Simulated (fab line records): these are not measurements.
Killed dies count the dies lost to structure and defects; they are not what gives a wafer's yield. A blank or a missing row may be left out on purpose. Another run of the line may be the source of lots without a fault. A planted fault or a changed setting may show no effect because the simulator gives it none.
What tool caused it? + flow n5-finfet + 8 lots, 24 wafers sampled, at 6 steps of a route of 1938

## WHAT EACH GAUGE READ, for each wafer
N5_BEOL_M1_CD_MEAS_11 targets a cd of 17.05 nm. Usual: cd-nm at 17.09 nm, with a standard deviation of 0.22.
| lot  | measured     | on        | cd-nm (nm)        | flag |
|------|--------------|-----------|-------------------|------|
| L211 | day 7 18:34  | cd-sem-03 | 16.58 17.27 17.18 |      |
| L214 | day 8 19:33  | cd-sem-01 | 17.33 17.34 17.03 |      |
| L215 | day 9 01:48  | cd-sem-01 | 16.82 17.38 17.02 |      |
| L216 | day 9 11:16  | cd-sem-01 | 17.12 17.15 16.78 |      |
| L217 | day 9 19:55  | cd-sem-03 | 16.93 16.80 17.26 |      |
| L218 | day 9 22:01  | cd-sem-03 | 17.24 16.98 17.25 |      |
| L225 | day 11 07:19 | cd-sem-02 | 16.96 17.17 17.02 |      |
| L226 | day 11 15:36 | cd-sem-02 | 17.41 16.88 16.97 |      |

N5_BEOL_M4_RC_MEAS_101. Usual: DIBL_N 35.8 mV/V, standard deviation 1.8; DIBL_P 35.9 mV/V, standard deviation 2.2; IOFF_N 0.16 nA/um, standard deviation 0.035; IOFF_P 0.21 nA/um, standard deviation 0.04; ION_N 672 uA/um, standard deviation 11; ION_P 461 uA/um, standard deviation 7.4; SS_N 71.4 mV/dec, standard deviation 0.64; SS_P 73.2 mV/dec, standard deviation 0.67; VT_N 250 mV, standard deviation 3.5; VT_P -251 mV, standard deviation 3.4.
| lot  | measured     | on        | DIBL_N (mV/V)  | DIBL_P (mV/V)  | IOFF_N (nA/um) | IOFF_P (nA/um) | ION_N (uA/um) | ION_P (uA/um) | SS_N (mV/dec)  | SS_P (mV/dec)  | VT_N (mV)   | VT_P (mV)      | flag |
|------|--------------|-----------|----------------|----------------|----------------|----------------|---------------|---------------|----------------|----------------|-------------|----------------|------|
| L211 | day 9 17:13  | prober-01 | 36.0 39.2 38.9 | 35.7 39.2 39.0 | 0.15 0.21 0.20 | 0.20 0.27 0.25 | 665 683 676   | 462 468 470   | 71.5 72.0 72.2 | 72.8 74.2 73.1 | 254 251 248 | -250 -248 -250 |      |
| L217 | day 11 16:23 | prober-02 | 35.2 37.3 37.5 | 34.5 37.3 38.5 | 0.14 0.16 0.18 | 0.18 0.22 0.25 | 667 684 682   | 459 467 465   | 70.5 71.4 71.2 | 72.1 72.6 73.1 | 252 250 246 | -250 -250 -249 |      |
| L218 | day 11 19:51 | prober-02 | 34.3 37.1 35.0 | 34.6 38.2 35.8 | 0.13 0.19 0.15 | 0.21 0.28 0.23 | 658 664 669   | 462 464 470   | 71.3 71.2 70.5 | 73.0 73.7 72.3 | 253 247 249 | -249 -246 -246 |      |
| L225 | day 12 23:56 | prober-01 | 37.1 36.5 33.7 | 37.8 36.8 32.5 | 0.17 0.15 0.11 | 0.21 0.20 0.15 | 679 674 660   | 458 468 454   | 72.1 71.4 70.9 | 74.1 73.9 72.8 | 246 251 255 | -251 -255 -255 |      |
| L226 | day 13 21:09 | prober-02 | 35.9 35.5 35.3 | 34.6 34.3 33.3 | 0.14 0.14 0.12 | 0.20 0.20 0.19 | 676 683 669   | 467 466 464   | 70.8 71.0 70.5 | 73.0 72.3 72.7 | 249 249 254 | -252 -251 -252 |      |

## TOOL THAT RAN EACH LOT (tool first, then ch and the chambers of the sampled wafers, then the start)
| lot  | N5_BEOL_M1_ILD_DEP_00           | N5_BEOL_M1_ETCH_74                 | N5_BEOL_M1_STRIP_19                | N5_BEOL_M1_ETCH_70                 |
|------|---------------------------------|------------------------------------|------------------------------------|------------------------------------|
| L211 | pecvd-02 ch 0,1,2, day 7 17:21  | rie-diel-01 ch 0,1, day 7 18:43    | rie-diel-06 ch 0,1,2, day 7 19:02  | rie-diel-03 ch 0,2, day 7 20:28    |
| L214 | pecvd-04 ch 0,2, day 8 18:59    | rie-diel-01 ch 0,3, day 8 19:42    | rie-diel-06 ch 0,1, day 8 20:07    | rie-diel-01 ch 0,1,2, day 8 21:14  |
| L215 | pecvd-03 ch 0,2, day 9 00:12    | rie-diel-03 ch 0,1,3, day 9 02:38  | rie-diel-01 ch 0,1,2, day 9 02:58  | rie-diel-01 ch 0,1,2, day 9 06:20  |
| L216 | pecvd-02 ch 0,1,2, day 9 10:43  | rie-diel-01 ch 0,2,3, day 9 11:25  | rie-diel-01 ch 0,2,3, day 9 11:45  | rie-diel-06 ch 0,1,2, day 9 12:33  |
| L217 | pecvd-02 ch 0,1, day 9 18:45    | rie-diel-01 ch 0,2,3, day 9 20:04  | rie-diel-06 ch 0,1,3, day 9 20:23  | rie-diel-03 ch 1,2,3, day 9 21:31  |
| L218 | pecvd-02 ch 1,2, day 9 21:20    | rie-diel-06 ch 1,2, day 9 22:14    | rie-diel-06 ch 0,1,2, day 9 22:50  | rie-diel-03 ch 2,3, day 10 00:24   |
| L225 | pecvd-03 ch 0,1,2, day 11 05:50 | rie-diel-06 ch 0,1,3, day 11 07:28 | rie-diel-06 ch 0,1,3, day 11 07:51 | rie-diel-01 ch 0,2,3, day 11 10:33 |
| L226 | pecvd-02 ch 0,1,2, day 11 13:05 | rie-diel-01 ch 2,3, day 11 16:20   | rie-diel-01 ch 1,2, day 11 16:49   | rie-diel-06 ch 0,2,3, day 11 23:50 |
- N5_BEOL_M1_ILD_DEP_00: deposits SiOC from DEMS/O2, target thk 79 nm, time 15.3 s.
- N5_BEOL_M1_ETCH_74: etches underlayer in N2/H2, target depth 6.5 nm, time 5.2 s.
- N5_BEOL_M1_STRIP_19: strips in O2.
- N5_BEOL_M1_ETCH_70: etches SOC in N2/H2, target depth 80 nm, overetch 16 nm, time 120 s.

## AS READ BY THE TOOLS THEMSELVES (means over the sampled wafers that have a number; for cases with no such wafer, the mark the record gives instead)
N5_BEOL_M1_ILD_DEP_00. Usual: heater-power-w 509 W, standard deviation 110; showerhead-plenum-p-Torr 5.699 Torr, standard deviation 0.016; showerhead-vpp-V 1374 V, standard deviation 85; throttle-valve-pct 12.0 %, standard deviation 0.34.
| lot  | tool     | heater-power-w (W) | showerhead-plenum-p-Torr (Torr) | showerhead-vpp-V (V) | throttle-valve-pct (%) | flag |
|------|----------|--------------------|---------------------------------|----------------------|------------------------|------|
| L211 | pecvd-02 | 604                | 5.688                           | 1377                 | 11.9                   |      |
| L214 | pecvd-04 | 448                | 5.697                           | 1270                 | 11.8                   |      |
| L215 | pecvd-03 | 392                | 5.696                           | 1356                 | 12.2                   |      |
| L216 | pecvd-02 | 618                | 5.699                           | 1382                 | 12.0                   |      |
| L217 | pecvd-02 | 611                | 5.691                           | 1375                 | 11.8                   |      |
| L218 | pecvd-02 | 587                | 5.709                           | 1317                 | 12.0                   |      |
| L225 | pecvd-03 | 448                | 5.691                           | 1370                 | 11.9                   |      |
| L226 | pecvd-02 | 623                | 5.703                           | 1385                 | 12.0                   |      |

N5_BEOL_M1_ETCH_74. Usual: drypump-motor-current-A 5.8 A, standard deviation 0.46; etch-rf-on-time-s 5.17 s, standard deviation 0.12; oes-product-au 0.69 a.u., standard deviation 0.077; rf-vpp-V 522.4 V, standard deviation 1.8; showerhead-plenum-p-Torr 2.49 Torr, standard deviation 0.048; throttle-valve-pct 17.88 %, standard deviation 0.26.
| lot  | tool        | drypump-motor-current-A (A) | etch-rf-on-time-s (s) | oes-product-au (a.u.) | rf-vpp-V (V) | showerhead-plenum-p-Torr (Torr) | throttle-valve-pct (%) | flag |
|------|-------------|-----------------------------|-----------------------|-----------------------|--------------|---------------------------------|------------------------|------|
| L211 | rie-diel-01 | 5.9                         | 5.15                  | 0.77                  | 522.8        | 2.47                            | 17.53                  |      |
| L214 | rie-diel-01 | 6.5                         | 5.07                  | 0.69                  | 524.0        | 2.53                            | 17.79                  |      |
| L215 | rie-diel-03 | 5.6                         | 5.24                  | 0.66                  | 521.8        | 2.50                            | 18.11                  |      |
| L216 | rie-diel-01 | 6.3                         | 5.03                  | 0.74                  | 523.3        | 2.51                            | 17.85                  |      |
| L217 | rie-diel-01 | 6.3                         | 5.07                  | 0.73                  | 521.7        | 2.51                            | 17.85                  |      |
| L218 | rie-diel-06 | 5.5                         | 5.29                  | 0.61                  | 521.9        | 2.45                            | 17.95                  |      |
| L225 | rie-diel-06 | 5.5                         | 5.27                  | 0.64                  | 521.0        | 2.44                            | 17.84                  |      |
| L226 | rie-diel-01 | 6.3                         | 4.98                  | 0.72                  | 522.3        | 2.51                            | 18.00                  |      |

N5_BEOL_M1_STRIP_19. Usual: for chamber-pressure-mTorr, 30.000 mTorr with a standard deviation of 0.026; for drypump-motor-current-A, 5.8 A with a standard deviation of 0.47; for o2-flow-sccm, 225.0 sccm with a standard deviation of 0.68; for oes-product-au, 0.80 a.u. with a standard deviation of 0.088; for rf-vpp-V, 3.7 V with a standard deviation of 0.53; for showerhead-plenum-p-Torr, 2.05 Torr with a standard deviation of 0.055; for throttle-valve-pct, 16.71 % with a standard deviation of 0.26.
| lot  | tool        | chamber-pressure-mTorr (mTorr) | drypump-motor-current-A (A) | o2-flow-sccm (sccm) | oes-product-au (a.u.) | rf-vpp-V (V) | showerhead-plenum-p-Torr (Torr) | throttle-valve-pct (%) | flag |
|------|-------------|--------------------------------|-----------------------------|---------------------|-----------------------|--------------|---------------------------------|------------------------|------|
| L211 | rie-diel-06 | 29.995                         | 5.8                         | 225.0               | 0.78                  | 3.7          | 2.04                            | 16.60                  |      |
| L214 | rie-diel-06 | -                              | -                           | -                   | -                     | -            | -                               | -                      | OFF  |
| L215 | rie-diel-01 | -                              | -                           | -                   | -                     | -            | -                               | -                      | OFF  |
| L216 | rie-diel-01 | -                              | -                           | -                   | -                     | -            | -                               | -                      | OFF  |
| L217 | rie-diel-06 | 29.987                         | 5.5                         | 225.2               | 0.77                  | 3.5          | 2.00                            | 16.52                  |      |
| L218 | rie-diel-06 | 30.017                         | 5.8                         | 224.8               | 0.76                  | 4.2          | 2.04                            | 16.63                  |      |
| L225 | rie-diel-06 | 29.994                         | 5.5                         | 224.9               | 0.76                  | 3.5          | 1.99                            | 16.55                  |      |
| L226 | rie-diel-01 | 30.010                         | 6.0                         | 224.7               | 0.85                  | 4.1          | 2.03                            | 16.50                  |      |

N5_BEOL_M1_ETCH_70. Usual: drypump-motor-current-A 5.8 A, standard deviation 0.48; oes-product-au 0.61 a.u., standard deviation 0.064; rf-vpp-V 522.5 V, standard deviation 1.6; showerhead-plenum-p-Torr 2.49 Torr, standard deviation 0.05; throttle-valve-pct 17.87 %, standard deviation 0.25.
| lot  | tool        | drypump-motor-current-A (A) | oes-product-au (a.u.) | rf-vpp-V (V) | showerhead-plenum-p-Torr (Torr) | throttle-valve-pct (%) | flag |
|------|-------------|-----------------------------|-----------------------|--------------|---------------------------------|------------------------|------|
| L211 | rie-diel-03 | 5.9                         | 0.65                  | 524.8        | 2.58                            | 17.97                  |      |
| L214 | rie-diel-01 | 6.0                         | 0.92                  | 522.7        | 2.48                            | 17.71                  | OFF  |
| L215 | rie-diel-01 | 6.0                         | 0.91                  | 522.7        | 2.48                            | 17.72                  | OFF  |
| L216 | rie-diel-06 | 5.8                         | 0.76                  | 522.1        | 2.47                            | 17.82                  |      |
| L217 | rie-diel-03 | 5.4                         | 0.54                  | 521.2        | 2.48                            | 18.18                  |      |
| L218 | rie-diel-03 | 5.2                         | 0.54                  | 521.7        | 2.45                            | 18.03                  |      |
| L225 | rie-diel-01 | 6.3                         | 0.63                  | 523.4        | 2.51                            | 17.83                  |      |
| L226 | rie-diel-06 | 5.7                         | 0.58                  | 522.5        | 2.46                            | 17.85                  |      |

## THE ANSWER, worked out from the rows above alone
Rule: a lot counts as off when the mean over its wafers that have a number is more than 3 standard deviations away from the usual mean. Also off: a lot with no number at a reading for which 4 or more lots have one. Any other lot the step has rows for is counted as sound. Order of review: gauges by route order, followed by the tools' own readings, for which a lot's mean as printed above is used. The first step at which some lot is off is used, and at that step the reading that is off furthest; a lot without a number counts as furthest.
Off at N5_BEOL_M1_STRIP_19 (chamber-pressure-mTorr): L214, L215, L216. Without a number there: L214, L215, L216.
A tool fits if, at that step or a process step before it, it ran every lot that is off, and no sound lot after the first of them. No candidate that was tried fits.

## WHAT THE SIMULATOR PUT IN
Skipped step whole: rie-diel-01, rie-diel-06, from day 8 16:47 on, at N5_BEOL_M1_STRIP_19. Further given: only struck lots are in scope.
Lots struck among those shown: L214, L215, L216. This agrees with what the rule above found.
